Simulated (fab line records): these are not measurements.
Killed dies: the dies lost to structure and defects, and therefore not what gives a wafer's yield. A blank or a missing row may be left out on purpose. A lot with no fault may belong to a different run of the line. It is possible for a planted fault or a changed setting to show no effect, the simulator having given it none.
fab line records + flow n5-finfet
record:
- lots: 4
- wafers: 12
- last-day: 21
route steps=1938 shown SDB@349 DUMMY_REMOVAL@377 HKMG_FIN@385 PASSIVATION@1936
lots that met no fault: from a run of the same line without faults
start-h: start of the lot's first displayed wafer, in hours after the record's first day + wait-h: time in hours since the lot's previous step + " unchanged from the row above + L1.1+2: one row covering several wafers at once + - either no value or no given start + * or withheld: withheld + < > ~ a bound
route shown NAME@n: NAME is a module with steps in the file, n the number in the route of the first one + usual: average and standard deviation across the fault-free wafers + same: alike in all rows + chamber/n: place in a boat + sites: each site's reading + _std_site: their standard deviation + _edge_site: mean of outer sites minus mean of inner sites + radius-mm: for every site, how far away it sits from the centre of the wafer + mask NAME#n: copy n + behind: the last tool/chamber to shape the wafer + hold: what put the lot on hold/how long, in hours/how the hold closed + device: the n, p or np transistor that did not switch + end of line: tests run on the same wafers once the route is complete + a step without rows: its recipe alone + killed: dies that structure and defects cost at the first sort, which is not the same as the wafer's yield + map: a wafer's dies, x killed, . not, _ none there
set.NAME: setting as actually run; set.NAME@STEP: the setting as run at that earlier step + model.NAME: the simulator's own value behind a step, which no gauge read
lots seen at some steps along the route; tables by step, rows by wafer
services: when a tool's chamber went out of use (start-h, in hours from the record's first day, below 0 if earlier), for how many hours, and the reason
== steps ==
step: N5_SDB_COAT_04
recipe:
- resist: SiARC
- temp-c: 220
- time-s: 60
- spin-rpm: 1500
- resist-thk-nm: 18
step: N5_SDB_COAT_05
recipe:
- resist: CAR-ArF
- spin-rpm: 1500
- resist-thk-nm: 90
step: N5_SDB_EBR_07
recipe:
- solvent: PGMEA
- ebr-width-mm: 1.5
step: N5_SDB_SOFTBAKE_06
recipe:
- temp-c: 110
- time-s: 60
- resist: CAR-ArF
step: N5_SDB_EXPOSE_08
recipe:
- mask-id: SDB
- na: 1.35
- source-shape: conventional
- sigma-outer: 0.5
- polarization: unpolarized
- dose-mj: 49.6
step: N5_SDB_PEB_09
recipe:
- peb-temp-c: withheld
- peb-time-s: 60
- resist: CAR-ArF
step: N5_SDB_DEVELOP_10
recipe:
- develop-time-s: 30
- developer: TMAH
- resist: CAR-ArF
- rinse-liquid: diw
- dry: air-spin
- dev-temp-c: 23
step: N5_SDB_DESCUM_16
recipe:
- chemistry: O2
- time-s: 7.9
- source-power-w: 50
- bias-power-w: 20
- pressure-mtorr: 20
- rf-frequency-hz: 2.712e+07
- temp-c: 40
- resist: CAR-ArF
- o2-flow-sccm: 225
step: N5_SDB_ETCH_17
recipe:
- chemistry: CF4
- target: SiARC
- target-depth-a: 234
- mask-material: CAR-ArF
- time-s: 39
- ion-energy-ev: 80
- pressure-mtorr: 40
- source-w: 545
- bias-w: 36
- Ar_flow_sccm: 100
- cf4-flow-sccm: 100
- ends: cleared
step: N5_SDB_ETCH_18
recipe:
- chemistry: N2/H2
- target: SOC
- target-depth-a: 1000
- overetch-a: 200
- mask-material: SiARC
- temp-c: 40
- time-s: 150
- ion-energy-ev: 200
- pressure-mtorr: 30
- source-w: 840
- bias-w: 150
- n2-flow-sccm: 200
- h2-flow-sccm: 200
usual:
- drypump-motor-current-A: 5.8/0.44
- oes-product-au: 0.68/0.067
- rf-fwd-power-W: 836.9/2.3
- rf-vpp-V: 524.4/2.8
- showerhead-plenum-p-Torr: 2.56/0.097
- temp-c: 39.99/0.12
- throttle-valve-pct: 17.98/0.14
| lot.wafer | tool        | chamber | start-h | wait-h | drypump-motor-current-A | oes-product-au | rf-fwd-power-W | rf-hours-counter-h | rf-vpp-V | showerhead-plenum-p-Torr | temp-c | throttle-valve-pct |
|-----------|-------------|---------|---------|--------|-------------------------|----------------|----------------|--------------------|----------|--------------------------|--------|--------------------|
| L384.3    | rie-diel-02 | 2       | 134.22  | 0.0    | 5.7                     | 0.73           | 835.8          | 80                 | 527.4    | 2.69                     | 39.89  | 17.99              |
| L384.4    | "           | 0       | "       | "      | 5.6                     | 0.65           | 835.7          | 179                | 522.1    | 2.43                     | 40.05  | 17.72              |
| L384.5    | "           | 3       | "       | "      | 5.6                     | 0.71           | 834.5          | -                  | 522.1    | 2.45                     | 39.74  | 18.00              |
| L385.1    | rie-diel-02 | 3       | 139.60  | 0.0    | 5.6                     | 0.71           | 837.3          | 131                | 522.4    | 2.45                     | 39.97  | 17.99              |
| L385.2    | "           | 1       | "       | "      | 5.8                     | 0.67           | 837.5          | 152                | 526.0    | 2.65                     | 40.00  | 17.81              |
| L385.4    | "           | 0       | "       | "      | 5.6                     | 0.65           | 839.3          | 181                | 520.3    | 2.43                     | 39.88  | 17.74              |
| L388.4    | rie-diel-04 | 1       | 156.20  | 0.0    | 5.6                     | 0.82           | 835.8          | 31                 | 523.2    | 2.49                     | 40.06  | 17.94              |
| L388.5    | "           | 0       | "       | "      | 6.1                     | 0.62           | 834.7          | -                  | 519.0    | 2.41                     | 39.90  | 18.09              |
| L388.6    | "           | 1       | "       | "      | 5.6                     | 0.82           | 836.9          | -                  | 523.0    | 2.49                     | 39.94  | 17.94              |
| L395.1    | rie-diel-05 | 2       | 200.09  | 0.0    | 5.8                     | 0.62           | 834.5          | 231                | 525.6    | 2.61                     | 40.06  | 18.17              |
| L395.2    | "           | 3       | "       | "      | 6.6                     | 0.64           | 840.6          | 199                | 525.5    | 2.62                     | 39.78  | 17.93              |
| L395.5    | "           | 3       | "       | "      | 6.6                     | 0.64           | 838.2          | -                  | 526.4    | 2.62                     | 39.74  | 17.93              |
step: N5_SDB_STRIP_19
recipe:
- chemistry: N2/H2
- temp-c: 40
- n2-flow-sccm: 200
- h2-flow-sccm: 200
- rf-frequency-hz: 6e+07
step: N5_SDB_STRIP_21
recipe:
- chemistry: CF4
- resist: SiARC
- power-w: 300
- bias-power-w: 75
- pressure-mtorr: 50
- cf4-flow-sccm: 150
- rf-frequency-hz: 6e+07
step: N5_SDB_HM_OPEN_20
recipe:
- chemistry: CH3F/O2
- target: SiNx
- mask-material: SOC
- target-depth-a: 240
- stop-on: poly-Si
- over-etch-frac: 0.4
- ion-energy-ev: 120
- pressure-mtorr: 30
- source-w: 395
- bias-w: 73
- Ar_flow_sccm: 150
- CH3F_flow_sccm: 30
- O2_flow_sccm: 20
step: N5_SDB_STRIP_22
recipe:
- chemistry: N2/H2
- power-w: 1000
- temp-c: 250
- h2-frac: 0.65
- overash-fraction: 0.3
- pressure-mtorr: withheld
- n2-flow-sccm: 1750
- h2-flow-sccm: 3250
step: N5_SDB_PRECLEAN_23
recipe:
- chemistry: dHF
- time-s: 30
- temp-c: 25
- dilution: withheld
step: N5_SDB_DUMMY_REMOVE_24
recipe:
- chemistry: TMAH
- temp-c: 70
- target: poly-Si
- stop-on: SiO2
- target-depth-nm: 142
- conc-wt-pct: 5
- time-s: 57
- dry: ipa-marangoni
- rinse-time-s: 30
- rinse-temp-c: 23
step: N5_SDB_ETCH_25
recipe:
- chemistry: C4F6/O2
- target: SiO2
- target-depth-a: 100
- time-s: 3.3
- ion-energy-ev: 250
- mask-material: SiNx
- pressure-mtorr: 30
- source-w: 345
- bias-w: 185
- Ar_flow_sccm: 300
- C4F6_flow_sccm: 10
- O2_flow_sccm: 10
step: N5_SDB_CUT_ETCH_26
recipe:
- chemistry: HBr/Cl2/O2
- target: Si
- target-depth-a: 1296
- bt-time-s: 20
- mask-material: SiNx
- time-s: 51.8
- ion-energy-ev: *
- bias-w: *
- pressure-mtorr: 10
- icp-w: 800
- HBr_flow_sccm: 150
- Cl2_flow_sccm: 80
- O2_flow_sccm: 12
step: N5_SDB_PRECLEAN_38
recipe:
- chemistry: dHF
- time-s: 10
- dilution: 750:1
- temp-c: 25
step: N5_SDB_PRECLEAN_39
recipe:
- chemistry: O3/DIW
- time-s: 45
- temp-c: 22
- o3-ppm: 10
step: N5_SDB_SRD_28
recipe:
- dry: ipa-marangoni
- time-s: 30
- temp-c: 23
- rinse-liquid: diw
step: N5_SDB_ALD_29
recipe:
- material: SiNx
- target-thk-a: 300
- temp-c: 400
- ald-precursor-family: SiH2I2
- ald-co-reactant: N2/H2-plasma
- pulse-time-s: 1
- ald-cycles: 600
- purge-time-s: 2
- co-reactant-purge-time-s: 2
- pressure-torr: 2
step: N5_SDB_CMP_30
recipe:
- stop-on: poly-Si
- t-overpolish-s: 1.54
- post-cmp-clean: alkaline-brush
- down-force-psi: 4.1491
- platen-rpm: 51.796
- pad-velocity-m-s: 1.0306
- target-thk-nm: 30
step: N5_DUMMY_REMOVAL_HM_STRIP_01
recipe:
- chemistry: CH3F/O2
- material: SiNx
- target-depth-a: 40
- stop-on: poly-Si
- time-s: 6.8
- over-etch-frac: 0.3
- ion-energy-ev: 60
- power-w: 410
- bias-w: 29
- Ar_flow_sccm: 150
- CH3F_flow_sccm: 30
- O2_flow_sccm: 20
step: N5_DUMMY_REMOVAL_STRIP_10
recipe:
- chemistry: N2/H2
- time-s: 40
- power-w: 100
- temp-c: 40
- pressure-mtorr: 100
- rf-frequency-hz: 6e+07
- bias-power-w: 3
- n2-flow-sccm: 300
- h2-flow-sccm: 300
step: N5_DUMMY_REMOVAL_PRECLEAN_07
recipe:
- chemistry: dHF
- time-s: 30
- temp-c: 25
- dilution: withheld
step: N5_DUMMY_REMOVAL_DUMMY_REMOVE_02
recipe:
- chemistry: TMAH
- temp-c: 70
- target: poly-Si
- stop-on: SiO2
- target-depth-nm: 142
- conc-wt-pct: 5
- time-s: 57
- dry: ipa-marangoni
- rinse-time-s: 30
- rinse-temp-c: 23
step: N5_DUMMY_REMOVAL_PRECLEAN_08
recipe:
- chemistry: NF3:NH3
- afs-cycles: 2
- temp-c: 30
- time-s: 20
- sublimation-temp-c: 180
- sublimation-time-s: 60
- pressure-torr: 3
- rf-power-w: 30
step: N5_DUMMY_REMOVAL_PRECLEAN_04
recipe:
- chemistry: DHF
- time-s: 37
- temp-c: 25
- dilution: 500:1
step: N5_DUMMY_REMOVAL_SRD_05
recipe:
- dry: ipa-marangoni
- do-ppb: 5
- time-s: 30
- temp-c: 23
- rinse-liquid: diw
step: N5_HKMG_FIN_IL_REGROW_00
recipe:
- material: SiO2
- target-thk-a: 7.5
- chemistry: O3
- temp-c: withheld
- time-s: 30
step: N5_HKMG_FIN_HK_ALD_01
recipe:
- material: HfO2
- target-thk-a: 16
- temp-c: withheld
- ald-precursor-family: HfCl4
- ald-co-reactant: H2O
- pulse-time-s: 3
- purge-time-s: 3
- co-reactant-purge-time-s: 2.5
- co-reactant-pulse-time-s: 0.3
- ald-cycles: 30
step: N5_HKMG_FIN_HK_ANNEAL_02
recipe:
- temp-c: 700
- time-s: 30
- ambient: N2
- idle-temp-c: 600
- ramp-up-c-per-s: 150
- ramp-down-c-per-s: 60
- cool-to-c: 600
step: N5_HKMG_FIN_ALD_74
recipe:
- material: La2O3
- target-thk-a: 5
- temp-c: 250
- ald-precursor-family: La-Cp
- ald-co-reactant: O3
- pulse-time-s: 6
- co-reactant-pulse-time-s: 1
- purge-time-s: 3
- co-reactant-purge-time-s: 3
step: N5_HKMG_FIN_ALD_75
recipe:
- material: Al2O3
- target-thk-a: 10
- temp-c: 150
- ald-precursor-family: TMA
- ald-co-reactant: H2O
- pulse-time-s: withheld
- co-reactant-pulse-time-s: 1
step: N5_HKMG_FIN_COAT_41
recipe:
- resist: SOC
- temp-c: 250
- time-s: 60
- spin-rpm: 1500
- resist-thk-nm: 300
step: N5_PASSIVATION_PROBE_49
usual:
- defect-limited-yield: 91.4/1.2
- killed_at_M0_to_M3: 34/10
- killed_at_M4_up: 14/5.1
- killed-at-contacts: 12/6.4
- killed-at-front-end: 38/9.3
- killed-at-other: 4/3
- killed-dies: 102/15
- killed-on-rim: 13/3.6
- killed-open: 67/12
- killed-short: 33/6.9
- sort_bin_5_function: 5.0/0.86
- sort_bin_6_memory: 3.2/0.58
- sort-n-pass: 1078/15
- sort-yield-pct: 91.4/1.2
same:
- gross-dies: 1180
- killed-at-back-side: 0
- sort_bin_4_leakage[%]: 0
- sort_bin_8_speed[%]: 0
| lot.wafer | tool      | chamber | start-h | wait-h | defect-limited-yield[%] | killed_at_M0_to_M3 | killed_at_M4_up | killed-at-contacts | killed-at-front-end | killed-at-other | killed-dies | killed-on-rim | killed-open | killed-short | sort_bin_5_function[%] | sort_bin_6_memory[%] | sort-n-pass | sort-yield-pct[%] |
|-----------|-----------|---------|---------|--------|-------------------------|--------------------|-----------------|--------------------|---------------------|-----------------|-------------|---------------|-------------|--------------|------------------------|----------------------|-------------|-------------------|
| L384.3    | prober-01 | -       | 435.13  | 0.1    | 84.7                    | 26                 | 11              | 11                 | 126                 | 7               | 181         | 30            | 53          | 37           | 8.9                    | 4.0                  | 999         | 84.7              |
| L384.4    | prober-01 | -       | 435.18  | 0.2    | 83.5                    | 33                 | 15              | 8                  | 139                 | 0               | 195         | 24            | 70          | 24           | 10.4                   | 4.6                  | 985         | 83.5              |
| L384.5    | prober-01 | -       | 435.23  | 0.2    | 88.1                    | 29                 | 14              | 4                  | 89                  | 5               | 141         | 24            | 51          | 28           | 6.4                    | 3.4                  | 1039        | 88.1              |
| L385.1    | prober-01 | -       | 438.46  | 0.0    | 87.3                    | 28                 | 8               | 18                 | 89                  | 7               | 150         | 26            | 57          | 32           | 8.5                    | 3.1                  | 1030        | 87.3              |
| L385.2    | prober-01 | -       | 438.51  | 0.1    | 84.8                    | 25                 | 13              | 14                 | 121                 | 6               | 179         | 29            | 59          | 38           | 9.3                    | 3.6                  | 1001        | 84.8              |
| L385.4    | prober-01 | -       | 438.61  | 0.2    | 82.2                    | 25                 | 16              | 11                 | 149                 | 9               | 210         | 24            | 56          | 43           | 11.1                   | 4.4                  | 970         | 82.2              |
| L388.4    | prober-01 | -       | 505.39  | 0.2    | 92.4                    | 39                 | 11              | 8                  | 29                  | 3               | 90          | 9             | 53          | 35           | 4.8                    | 2.1                  | 1090        | 92.4              |
| L388.5    | prober-01 | -       | 505.44  | 0.2    | 92.6                    | 33                 | 12              | 6                  | 27                  | 9               | 87          | 18            | 54          | 33           | 4.2                    | 2.6                  | 1093        | 92.6              |
| L388.6    | prober-01 | -       | 505.49  | 0.3    | 93.7                    | 30                 | 19              | 4                  | 19                  | 2               | 74          | 9             | 45          | 29           | 4.0                    | 1.9                  | 1106        | 93.7              |
killed by level:class
L384.3 SDB:unspecified=90 MOL_CONTACT_COAG:geometric-particle:open=11 FIN_SAQP:geometric-particle:short=9 BEOL_M0_SAQP:geometric-particle:open=6 GATE_CUT:geometric-particle:short=5 BEOL_M0_SAQP:geometric-particle:short=5 BEOL_M3:geometric-particle:open=5 BEOL_M4:geometric-particle:open=4
L384.4 SDB:unspecified=101 BEOL_M4:geometric-particle:open=12 STI_FIN_REVEAL:geometric-particle:open=11 MOL_CONTACT_COAG:geometric-particle:open=8 BEOL_M2:geometric-particle:open=8 FIN_SAQP:geometric-particle:short=7 BEOL_M0_SAQP:geometric-particle:short=7 BEOL_M0_SAQP:geometric-particle:open=7
L384.5 SDB:unspecified=62 BEOL_M4:geometric-particle:open=10 BEOL_M0_SAQP:geometric-particle:short=8 BEOL_M0_SAQP:geometric-particle:open=7 STI_FIN_REVEAL:geometric-particle:open=5 DUMMY_GATE:geometric-particle:open=4 GATE_CUT:geometric-particle:short=4 BEOL_M1:geometric-particle:open=4
L385.1 SDB:unspecified=59 MOL_CONTACT_COAG:geometric-particle:open=14 BEOL_M2:geometric-particle:open=10 FIN_SAQP:geometric-particle:short=6 BEOL_M3:geometric-particle:open=5 MOL_CONTACT_COAG:geometric-particle:short=4 BEOL_M1:geometric-particle:open=4 STARTING-WAFER:geometric-particle:short=4
L385.2 SDB:unspecified=82 FIN_SAQP:geometric-particle:short=9 MOL_CONTACT_COAG:geometric-particle:open=9 BEOL_M1:geometric-particle:open=9 FIN_SAQP:geometric-particle:open=8 MOL_CONTACT_COAG:geometric-particle:short=5 STARTING-WAFER:geometric-particle:short=5 BEOL_M5:geometric-particle:open=4
L385.4 SDB:unspecified=108 FIN_SAQP:geometric-particle:short=11 MOL_CONTACT_COAG:geometric-particle:open=8 BEOL_M1:geometric-particle:open=8 FIN_SAQP:geometric-particle:open=7 BEOL_M5:geometric-particle:open=4 STARTING-WAFER:geometric-particle:short=4 STI_FIN_REVEAL:geometric-particle:open=3
L388.4 BEOL_M0_SAQP:geometric-particle:short=9 MOL_CONTACT_COAG:geometric-particle:open=7 BEOL_M0_SAQP:geometric-particle:open=7 BEOL_M3:geometric-particle:open=7 FIN_SAQP:geometric-particle:short=6 STI_FIN_REVEAL:geometric-particle:open=5 FIN_SAQP:geometric-particle:open=4 DUMMY_GATE:geometric-particle:open=4
L388.5 BEOL_M0_SAQP:geometric-particle:open=10 BEOL_M0_SAQP:geometric-particle:short=7 BEOL_M2:geometric-particle:open=6 BEOL_M4:geometric-particle:open=5 FIN_SAQP:geometric-particle:open=4 FIN_SAQP:geometric-particle:short=4 STI_FIN_REVEAL:geometric-particle:open=4 MOL_CONTACT_COAG:geometric-particle:open=4
L388.6 BEOL_M2:geometric-particle:open=10 BEOL_M0_SAQP:geometric-particle:short=8 BEOL_M4:geometric-particle:open=8 FIN_SAQP:geometric-particle:short=5 GATE_CUT:geometric-particle:short=4 MOL_CONTACT_COAG:geometric-particle:open=4 BEOL_M0_SAQP:geometric-particle:open=4 BEOL_M3:geometric-particle:open=4
map L384.4 (x killed, . not)
_________________.....xxx.xxx________________
______________.......xxxxxxxxxxx_____________
___________...........xxxxxxxxxx...__________
__________............xxxxxxxxxxxx.x_________
________...........x.xxxxxxxxxxxxx..x._______
_______.x..........x..xxxxxxxxxxxxx....______
______..x...........xxxxxxxxxxxxxxxx...x_____
_____...................xxxxxxxxx.xx.....____
____...............x.x.x.xx.x.xx..........___
___........x........x....x.x.x.............__
___.x..............x..x.x..........x..x....__
__..............................x........x.._
__..x........xx.................xx.........._
_....................x.............x.........
_...........xx................x..x..x........
_............................................
_.....x.x.x.......................xx..x...x..
_.x...x.........................x.........x..
_.x....x....xx.............x....x.x......x...
_x.x................xx.........x..xx.........
_....x.x.................x.................x.
__.........xx......x..........x....x.......x_
__..x.x................x...........x....x..._
___........................................__
___..x...................x..........x.....x__
____..........x...........................___
_____.x.........x..................xx....____
______.........x........................_____
_______..x........x..................x.______
________...x...x......................_______
__________.........................._________
___________....x..x.............x..__________
______________...x......x..x...._____________
_________________....x.......________________
map L385.4 (x killed, . not)
_________________......xxxxxx________________
______________.....x.xxxxxxxxxxx_____________
___________..x.x....x.xxxxxxxxxxxx.__________
__________xx.........xxxxxxxxxxxxxx._________
________............x.xxxxxxxxxxxx...._______
_______...............xxxxxxxxxx.x.x...______
______.....x.x....x..xxxxxxxxxxxxx.x...._____
_____.....x...xx.....xx.xxxxxxxx.........____
____................xxxxxxxxxx..x........x___
___........x........x..x.xx.xxx.x.....x....__
___......xx.........x...x...xx............x__
__..............................x..........._
__..x.......xx...........x..........x..x...._
_........x........x.x..x.............x.......
_...xxx.x....................................
_....x..................................x....
_x.....xx.....x................xx............
_.x.................x....x.......x...........
_................x.x......xx..x........x.....
_...................xx..x...........x......x.
_...xx......x.......x...x.....x..............
__...............xx.................x......._
__..............................x........x.._
___......................x.................__
___..........x....................x.x.....x__
____x...............x......x..x...........___
_____.......x............x...x...........____
______.......xx......x.................._____
_______.....................x..x.......______
________.........x.............x...x.._______
__________.......x..x.....x.....x..._________
___________........................__________
______________......x.....x....._____________
_________________..........x.________________
== services ==
| tool        | chamber | start-h | hours | kind                          |
|-------------|---------|---------|-------|-------------------------------|
| rie-diel-05 | 0       | 113.99  | -     | clean                         |
| rie-diel-05 | 0       | 113.99  | -     | consumable-replace:focus-ring |
| rie-diel-05 | 0       | 113.99  | 24.4  | scheduled-down                |
| rie-diel-05 | 0       | 113.99  | 24.4  | vent-cycle                    |
| rie-diel-05 | 1       | 126.71  | 2.8   | repair                        |
| rie-diel-05 | 2       | 144.20  | 3.8   | repair                        |
| rie-diel-04 | 0       | 157.01  | -     | clean                         |
| rie-diel-04 | 0       | 157.01  | -     | consumable-replace:focus-ring |
| rie-diel-04 | 0       | 157.01  | -     | consumable-replace:showerhead |
| rie-diel-04 | 0       | 157.01  | 20.0  | scheduled-down                |
| rie-diel-04 | 0       | 157.01  | 20.0  | vent-cycle                    |
| rie-diel-05 | 1       | 157.39  | -     | clean                         |
| rie-diel-05 | 1       | 157.39  | -     | consumable-replace:focus-ring |
| rie-diel-05 | 1       | 157.39  | -     | consumable-replace:showerhead |
| rie-diel-05 | 1       | 157.39  | 18.2  | scheduled-down                |
| rie-diel-05 | 1       | 157.39  | 18.2  | vent-cycle                    |
| rie-diel-05 | -       | 172.97  | 2.8   | pm                            |
== key ==
first-sign:
- step: N5_PASSIVATION_PROBE_49
- reading: killed-at-front-end
- direction: up
- sigmas: 8.7
- usual: 38
- struck: 119
effect:
- step: N5_PASSIVATION_PROBE_49
- reading: killed-dies
- direction: up
- sigmas: 5.1
- usual: 102
- struck: 176
more-kills-born-at:
- N5_SDB_ETCH_18@rie-diel-02: 502
met-at N5_SDB_ETCH_18
struck-wafers L384.3,L384.4,L384.5,L385.1,L385.2,L385.4
fault:
- kind: chamber-particle-source
- tool: rie-diel-02
- chamber: -
- onset-h: 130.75
- steps: N5_SDB_ETCH_18
- rate-per-visit-cm2: 0.80841
- end-h: 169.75
